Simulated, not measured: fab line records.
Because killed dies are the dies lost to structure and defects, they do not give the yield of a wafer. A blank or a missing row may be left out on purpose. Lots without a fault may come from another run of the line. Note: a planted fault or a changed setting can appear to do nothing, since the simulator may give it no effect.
Matching of chambers    flow n5_finfet    3 sister chambers for N5_FIN_SAQP_HM_DEP_03 on pecvd-01
The step deposits SiNx from SiH4/NH3/N2, target thk 38 nm, time 33.6 s. 6 wafers are shown with their chamber, then 7 later ones without.

## WAFERS, EACH WITH ITS CHAMBER
wafer   chamber  throttle_valve_pct (%)  showerhead_plenum_p_Torr (Torr)
L081.4  2        36.6                    5.17
L083.1  0        38.1                    5.13
L083.3  2        37.1                    5.19
L083.6  1        41.3                    5.20
L086.2  0        38.2                    5.12
L086.4  1        41.4                    5.20

## WAFERS MISSING THEIR CHAMBER
wafer   throttle_valve_pct (%)  showerhead_plenum_p_Torr (Torr)
L086.6  38.3                    5.12
L090.2  38.2                    5.13
L090.3  41.3                    5.20
L090.5  37.3                    5.16
L097.2  41.3                    5.18
L097.4  41.7                    5.20
L097.5  38.4                    5.12

## WHICH CHAMBER EACH WENT THROUGH
wafer   from the rows above  in truth
L086.6  0                    0
L090.2  0                    0
L090.3  1                    1
L090.5  2                    2
L097.2  1                    1
L097.4  1                    1
L097.5  0                    0
Correct placement for 7 of the 7. Left unplaced by these rows: 0. 0 placed wrongly.
How it was worked out, from the rows above alone: a wafer's distance from a chamber is the root of the sum, over the readings, of the square of ((its reading less the chamber's mean) divided by the reading's scatter). If the next closest chamber is less than 2 further off than the closest, the wafer can't be placed; otherwise it belongs to the closest. Each chamber's mean is taken over the wafers shown for it. The scatter is the square root of a quotient: the sum, over the shown wafers, of each reading's squared deviation from its chamber's mean, divided by wafers minus chambers.
